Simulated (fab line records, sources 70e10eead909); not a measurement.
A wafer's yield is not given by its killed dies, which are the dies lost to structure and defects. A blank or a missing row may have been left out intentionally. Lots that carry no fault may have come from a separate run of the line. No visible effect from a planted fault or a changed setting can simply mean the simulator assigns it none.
fab line records	flow nand_harc
record lots=13	wafers=39	last_day=26
route steps=1159 shown A_BLC@989 A_BONDPAD@1076 HYBRID_BOND@1099 THIN_TSV@1120 END@1159
lots that met no fault: from a run of the same line without faults
start_h: hours from the record's opening day to when the first of the lot's shown wafers began	wait_h: hours elapsed since this lot's preceding step	" as in the row above	L1.1+2: a single row standing in for several wafers	- no value, or no start was given	* or withheld: withheld	< > ~ a bound
route shown NAME@n: names a module that has steps shown in the file, with the first one's number in the route	usual: mean/standard deviation of fault-free wafers	same: alike in all rows	chamber/n: place in a boat	sites: readings site by site	_std_site: standard deviation across them	_edge_site: inner sites' mean taken away from outer sites' mean	radius_mm: for every site, how far away it sits from the centre of the wafer	mask NAME#n: copy n	behind: the tool/chamber that last shaped the wafer	hold: what put the lot on hold/how long, in hours/how the hold closed	device: transistor that didn't switch, given as n, p or np	end of line: the tests these same wafers got at the end of their route	for a step that has no rows: nothing shown but its recipe	killed: not the wafer's yield, but the dies lost to structure and defects at the first sort	map: a wafer's dies, x killed, . not, _ none there
set.NAME: setting as actually run; set.NAME@STEP: the setting as run at that earlier step	model.NAME: the simulator's own value behind a step, which no gauge read
a sample of lots followed through the steps of the route, with each step as a table and each wafer as a row
services: when a tool's chamber went out of use (start_h, in hours from the record's first day, below 0 if earlier), for how many hours, and the reason
## steps
# step NHARC_A_BLC_CVD_24
# recipe target_thk_a=1500	temp_c=300	pressure_torr=40	wf6_flow_sccm=40	h2_flow_sccm=1600	ar_flow_sccm=1560	time_s=434	material=W
# usual heater_power_w=451/62	throttle_valve_pct=7.87/0.2
lot.wafer	tool	chamber	start_h	wait_h	heater_power_w	throttle_valve_pct
L930.4	cvd_w-02	1	415.66	-	421	7.56
L930.3	"	0	"	"	515	7.81
L930.5	"	1	"	"	424	7.89
L931.1	cvd_w-02	1	421.28	-	432	7.92
L931.3	"	0	"	"	516	7.69
L931.6	"	1	"	"	433	7.68
L932.2	cvd_w-01	0	421.41	-	467	7.82
L932.1	"	1	"	"	332	8.17
L932.5	"	1	"	"	334	8.18
L934.2	cvd_w-02	0	445.32	-	493	7.65
L934.6	"	0	"	"	524	7.56
L934.5	"	1	"	"	431	7.85
L933.1	cvd_w-01	1	445.53	-	330	8.37
L933.3	"	1	"	"	336	8.03
L933.5	"	1	"	"	331	8.30
L935.1	cvd_w-01	1	451.64	-	335	8.20
L935.2	"	1	"	"	333	8.46
L935.6	"	1	"	"	336	8.49
L936.1	cvd_w-02	1	456.00	-	434	7.61
L936.4	"	1	"	"	435	7.45
L936.5	"	1	"	"	427	7.58
L937.2	cvd_w-02	0	456.36	-	505	7.73
L937.4	"	0	"	"	526	7.72
L937.3	"	1	"	"	418	7.90
L939.2	cvd_w-02	1	468.20	-	441	7.88
L939.4	"	0	"	"	513	7.83
L939.5	"	0	"	"	511	7.94
L938.2	cvd_w-02	0	468.63	-	504	7.77
L938.3	"	0	"	"	507	7.90
L938.6	"	0	"	"	516	7.92
L949.4	cvd_w-01	0	549.79	-	474	7.58
L949.3	"	1	"	"	342	7.90
L949.6	"	1	"	"	334	8.12
L952.2	cvd_w-02	0	559.42	-	524	7.85
L952.1	"	1	"	"	422	7.91
L952.4	"	1	"	"	424	7.64
L953.2	cvd_w-02	0	559.85	-	516	7.73
L953.3	"	0	"	"	514	7.83
L953.5	"	0	"	"	508	7.59
# step NHARC_A_BONDPAD_ETCH_34
# recipe target_depth_a=600	overetch_a=180	time_s=65.91	ion_energy_ev=200	n2_flow_sccm=150	h2_flow_sccm=150	ar_flow_sccm=0	rf_w=400	bias_w=150	chemistry=N2/H2
# usual drypump_motor_current_A=5.6/0.52	oes_product_au=0.999/0.0099	rf_vpp_V=432.3/2.5	showerhead_plenum_p_Torr=2.10/0.086	throttle_valve_pct=14.171/0.0099
lot.wafer	tool	chamber	start_h	wait_h	drypump_motor_current_A	oes_product_au	rf_hours_counter_h	rf_vpp_V	showerhead_plenum_p_Torr	throttle_valve_pct
L930.3	rie_diel-09	0	427.12	0.1	6.0	1.009	6	430.8	2.07	14.173
L930.4	"	1	"	"	5.7	1.011	6	434.3	2.18	14.184
L930.5	"	0	"	"	6.0	1.007	-	430.7	2.07	14.165
L931.3	rie_diel-11	2	433.82	0.1	6.0	0.998	24	430.1	2.00	14.162
L931.1	"	1	"	"	6.4	0.994	25	429.4	1.98	14.174
L931.6	"	3	"	"	4.8	1.002	-	426.9	1.91	14.181
L932.2	rie_diel-11	3	434.16	0.1	4.8	1.001	26	425.1	1.91	14.183
L932.1	"	2	"	"	6.0	0.995	24	428.9	2.00	14.175
L932.5	"	2	"	"	6.0	0.986	-	429.5	2.00	14.179
L934.2	rie_diel-09	2	456.58	0.1	5.8	0.990	0	433.8	2.13	14.167
L934.6	"	1	"	"	5.7	0.984	-	435.1	2.18	14.160
L934.5	"	2	"	"	5.8	0.997	-	432.7	2.13	14.171
L933.3	rie_diel-09	2	457.84	0.1	5.8	0.992	1	434.1	2.13	14.171
L933.1	"	1	"	"	5.7	0.992	0	432.3	2.18	14.175
L933.5	"	3	"	"	4.7	1.002	-	433.9	2.18	14.150
L935.2	rie_diel-09	1	463.66	0.1	5.8	0.981	0	435.5	2.18	14.187
L935.1	"	3	"	"	4.7	0.991	1	434.3	2.18	14.172
L935.6	"	2	"	"	5.8	0.992	-	433.0	2.13	14.166
L936.1	rie_diel-09	0	466.81	0.1	6.0	1.003	1	431.7	2.07	14.176
L936.4	"	3	"	"	4.7	0.993	1	433.8	2.18	14.163
L936.5	"	0	"	"	6.0	1.000	-	431.9	2.07	14.186
L937.2	rie_diel-13	2	467.55	0.1	6.2	1.024	1	436.7	2.22	14.177
L937.4	"	3	"	"	5.6	0.994	1	433.1	2.12	14.165
L937.3	"	0	"	"	5.1	1.008	0	428.2	1.93	14.181
L938.2	rie_diel-13	0	479.50	0.1	5.1	1.015	2	427.2	1.93	14.187
L938.3	"	2	"	"	6.2	1.019	3	434.2	2.22	14.162
L938.6	"	0	"	"	5.1	1.013	-	426.6	1.93	14.179
L939.4	rie_diel-09	1	480.12	0.1	5.7	0.990	1	434.8	2.18	14.169
L939.2	"	2	"	"	5.8	1.002	1	433.3	2.13	14.160
L939.5	"	3	"	"	4.7	0.992	-	436.4	2.18	14.159
L949.4	rie_diel-09	2	561.29	0.1	5.8	0.999	4	432.6	2.13	14.168
L949.3	"	1	"	"	5.8	1.006	4	435.1	2.17	14.183
L949.6	"	3	"	"	4.7	0.980	-	435.5	2.18	14.170
L952.2	rie_diel-09	3	570.84	0.1	4.7	0.989	5	433.2	2.18	14.159
L952.4	"	0	"	"	6.0	1.006	5	431.1	2.07	14.179
L952.1	"	2	"	"	5.8	0.990	5	432.3	2.13	14.157
L953.2	rie_diel-09	3	573.22	0.1	4.7	0.989	5	434.6	2.17	14.171
L953.3	"	1	"	"	5.8	1.000	5	434.0	2.17	14.159
L953.5	"	3	"	"	4.7	0.984	-	434.5	2.18	14.157
# step NHARC_HYBRID_BOND_OVL_MEAS_05
# usual overlay_x_nm=3/35	overlay_y_nm=-8/32
lot.wafer	tool	chamber	start_h	wait_h	overlay_x_nm	overlay_y_nm
L930.3	overlay-02	-	438.33	0.4	10	-65
L930.4	"	-	"	"	-32	13
L930.5	"	-	"	"	-20	1
L931.1	overlay-02	-	447.66	0.4	27	-27
L931.3	"	-	"	"	-29	-13
L931.6	"	-	"	"	-9	-42
L932.1	overlay-01	-	447.66	0.4	-3	-25
L932.2	"	-	"	"	5	0
L932.5	"	-	"	"	-37	15
L933.1	overlay-01	-	468.85	0.4	-46	0
L933.3	"	-	"	"	11	-8
L933.5	"	-	"	"	-10	-35
L934.2	overlay-02	-	468.85	0.4	-25	-37
L934.5	"	-	"	"	6	-8
L934.6	"	-	"	"	-23	-18
L935.1	overlay-02	-	476.50	0.4	51	31
L935.2	"	-	"	"	18	-41
L935.6	"	-	"	"	8	-2
L936.1	overlay-01	-	476.50	0.4	-55	-13
L936.4	"	-	"	"	-15	-6
L936.5	"	-	"	"	39	-24
L937.2	overlay-02	-	476.51	0.4	20	-3
L937.3	"	-	"	"	-18	-17
L937.4	"	-	"	"	38	-12
L938.2	overlay-01	-	493.79	0.4	79	18
L938.3	"	-	"	"	-30	-78
L938.6	"	-	"	"	36	16
L939.2	overlay-02	-	493.79	0.4	13	-38
L939.4	"	-	"	"	-34	-68
L939.5	"	-	"	"	52	-6
L949.3	overlay-01	-	573.40	0.4	-45	-4
L949.4	"	-	"	"	33	-5
L949.6	"	-	"	"	66	41
L952.1	overlay-02	-	581.25	0.4	-10	5
L952.2	"	-	"	"	-16	8
L952.4	"	-	"	"	17	-5
L953.2	overlay-01	-	585.66	0.4	-101	14
L953.3	"	-	"	"	21	-23
L953.5	"	-	"	"	-60	-14
# step NHARC_THIN_TSV_ETCH_15
# recipe target_depth_a=30000	bosch_target_overetch_cycles=2	bosch_etch_step_s=2.8	bosch_dep_step_s=1.2	bosch_cycles=14
# usual drypump_motor_current_A=5.4/0.47
lot.wafer	tool	chamber	start_h	wait_h	drypump_motor_current_A	rf_hours_counter_h
L930.3	rie_si-04	2	445.48	-	5.4	1.6
L930.4	"	3	"	"	5.6	1.5
L930.5	"	2	"	"	5.5	-
L931.3	rie_si-02	2	451.36	-	5.3	0.6
L931.1	"	1	"	"	6.1	0.5
L931.6	"	2	"	"	5.3	-
L932.1	rie_si-04	3	452.40	-	5.6	1.6
L932.2	"	1	"	"	5.3	1.6
L932.5	"	3	"	"	5.6	-
L934.2	rie_si-04	3	472.58	-	5.6	0.0
L934.6	"	2	"	"	5.4	-
L934.5	"	3	"	"	5.6	-
L933.3	rie_si-02	2	473.79	-	5.3	0.8
L933.1	"	0	"	"	6.1	0.8
L933.5	"	1	"	"	6.1	-
L935.1	rie_si-04	2	480.71	-	5.4	0.1
L935.2	"	3	"	"	5.5	0.1
L935.6	"	0	"	"	4.6	-
L936.1	rie_si-02	3	481.28	-	4.7	0.8
L936.4	"	1	"	"	6.1	0.8
L936.5	"	0	"	"	6.1	-
L937.3	rie_si-02	0	482.34	-	6.1	0.9
L937.4	"	1	"	"	6.1	0.8
L937.2	"	2	"	"	5.3	0.9
L938.3	rie_si-04	2	497.34	-	5.5	0.4
L938.2	"	0	"	"	4.6	0.5
L938.6	"	1	"	"	5.3	-
L939.4	rie_si-04	1	498.52	-	5.3	0.6
L939.2	"	3	"	"	5.5	0.4
L939.5	"	1	"	"	5.3	-
L949.4	rie_si-02	3	577.15	-	4.7	0.1
L949.3	"	0	"	"	6.1	0.0
L949.6	"	2	"	"	5.3	-
L952.2	rie_si-04	1	586.04	-	5.3	1.4
L952.4	"	2	"	"	5.4	1.2
L952.1	"	3	"	"	5.6	1.0
L953.2	rie_si-04	0	592.25	-	4.6	1.2
L953.3	"	1	"	"	5.3	1.5
L953.5	"	2	"	"	5.4	-
# step NHARC_END_SORT_01
# recipe temp_c=25
# usual killed_at_array=27/12	killed_at_other=0.5/0.9	killed_at_periphery=3.7/2.7	killed_dies=31/12	killed_open=3.3/2	killed_short=2.0/1.4
# same gross_dies=677
lot.wafer	tool	chamber	start_h	wait_h	killed_at_array	killed_at_other	killed_at_periphery	killed_dies	killed_open	killed_short
L939.2	prober-01	0	512.13	2.8	62	0	6	68	3	5
L939.4	prober-01	0	513.71	3.4	94	0	2	96	2	3
L939.5	prober-01	0	514.50	3.7	91	1	4	96	6	2
L938.2	prober-02	0	512.24	2.8	108	1	7	116	4	3
L938.3	prober-02	0	513.03	3.1	107	0	4	111	2	4
L938.6	prober-02	0	515.40	4.0	112	2	7	121	7	1
# killed by level:class
L939.2 A_BLC:unspecified=42 A_CHANNEL_HOLE_D1:chamber_film_flake=5 A_STAIRCASE:chamber_film_flake=5 P_STI:chamber_film_flake=3 A_CONTACT:chamber_film_flake=3 A_WL_FILL:geometric_particle:short=2 P_GATE:geometric_particle:open=1 P_M0:geometric_particle:open=1
L938.2 A_BLC:unspecified=83 A_CHANNEL_HOLE_D1:chamber_film_flake=18 P_GATE:chamber_film_flake=3 A_STAIRCASE:chamber_film_flake=2 P_M0:geometric_particle:open=1 P_M1:geometric_particle:open=1 A_ONON_D1:geometric_particle:open=1 A_ONON_D1:geometric_particle:short=1
L938.3 A_BLC:unspecified=83 A_CHANNEL_HOLE_D1:chamber_film_flake=15 A_WL_FILL:chamber_film_flake=2 P_STI:geometric_particle:short=1 P_CONTACT:geometric_particle:short=1 A_CHANNEL_FILL_D1:geometric_particle:open=1 A_CHANNEL_FILL_D1:geometric_particle:short=1 A_WL_FILL:geometric_particle:open=1
L939.4 A_BLC:unspecified=78 A_STAIRCASE:chamber_film_flake=6 A_CHANNEL_HOLE_D1:chamber_film_flake=4 A_WL_FILL:geometric_particle:short=2 A_CONTACT:chamber_film_flake=2 P_M0:geometric_particle:open=1 A_ONON_D1:geometric_particle:short=1 A_CONTACT:geometric_particle:open=1
L939.5 A_BLC:unspecified=81 A_CONTACT:chamber_film_flake=2 P_STI:chamber_film_flake=2 P_GATE:geometric_particle:open=1 P_M0:geometric_particle:open=1 A_ONON_D1:geometric_particle:open=1 A_CHANNEL_FILL_D1:geometric_particle:short=1 A_STAIRCASE:geometric_particle:open=1
L938.6 A_BLC:unspecified=82 A_CHANNEL_HOLE_D1:chamber_film_flake=21 P_M0:chamber_film_flake=4 A_CHANNEL_FILL_D1:geometric_particle:open=3 P_M1:geometric_particle:open=2 A_STAIRCASE:chamber_film_flake=2 A_CONTACT:chamber_film_flake=2 P_M2:geometric_particle:open=1
## services
tool	chamber	start_h	hours	kind
cvd_w-02	0	400.19	-	clean
cvd_w-02	1	400.19	-	clean
rie_diel-09	-	409.63	0.5	repair
rie_diel-09	-	431.10	9.0	pm
rie_diel-09	0	431.10	9.0	vent_cycle
rie_diel-09	1	431.10	9.0	vent_cycle
rie_diel-09	1	441.60	13.5	repair
cvd_w-01	0	444.03	12.0	repair
cvd_w-01	1	447.00	1.7	repair
cvd_w-02	1	449.08	3.4	repair
rie_si-04	-	453.00	9.0	pm
rie_diel-13	-	453.08	9.0	pm
cvd_w-01	-	477.88	13.0	pm
rie_diel-11	1	492.62	4.0	repair
rie_si-02	3	504.06	2.0	repair
rie_si-02	0	512.66	12.3	repair
rie_diel-13	0	526.94	4.7	repair
rie_diel-11	-	545.08	9.0	pm
rie_si-02	-	565.00	9.0	pm
cvd_w-02	-	569.59	13.0	pm
rie_diel-09	-	579.94	0.5	repair
rie_diel-11	1	583.24	2.6	repair
rie_diel-11	0	583.91	8.2	repair
rie_si-04	3	590.51	2.9	repair
## key
first_sign step=NHARC_END_SORT_01	reading=killed_at_array	direction=up	sigmas=6	usual=27	struck=96
effect step=NHARC_END_SORT_01	reading=killed_dies	direction=up	sigmas=5.8	usual=31	struck=101
more_kills_born_at NHARC_A_BLC_CVD_24@cvd_w-02=449
met_at NHARC_A_BLC_CVD_24
struck_lots L938,L939
tester_left_out L938,L939
not_acting_at NHARC_A_BONDPAD_ETCH_34,NHARC_HYBRID_BOND_OVL_MEAS_05,NHARC_THIN_TSV_ETCH_15
fault kind=chamber_particle_source	tool=cvd_w-02	chamber=-	onset_h=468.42	steps=NHARC_A_BLC_CVD_24	rate_per_visit_cm2=0.75351	end_h=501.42
# tester_left_out: of these lots the tester's yield and bins aren't shown, on N5 and GAA mostly nor the transistor test; their killed dies are dies lost to structure and defects alone, not to doping, threshold or leakage, so they don't give the yield
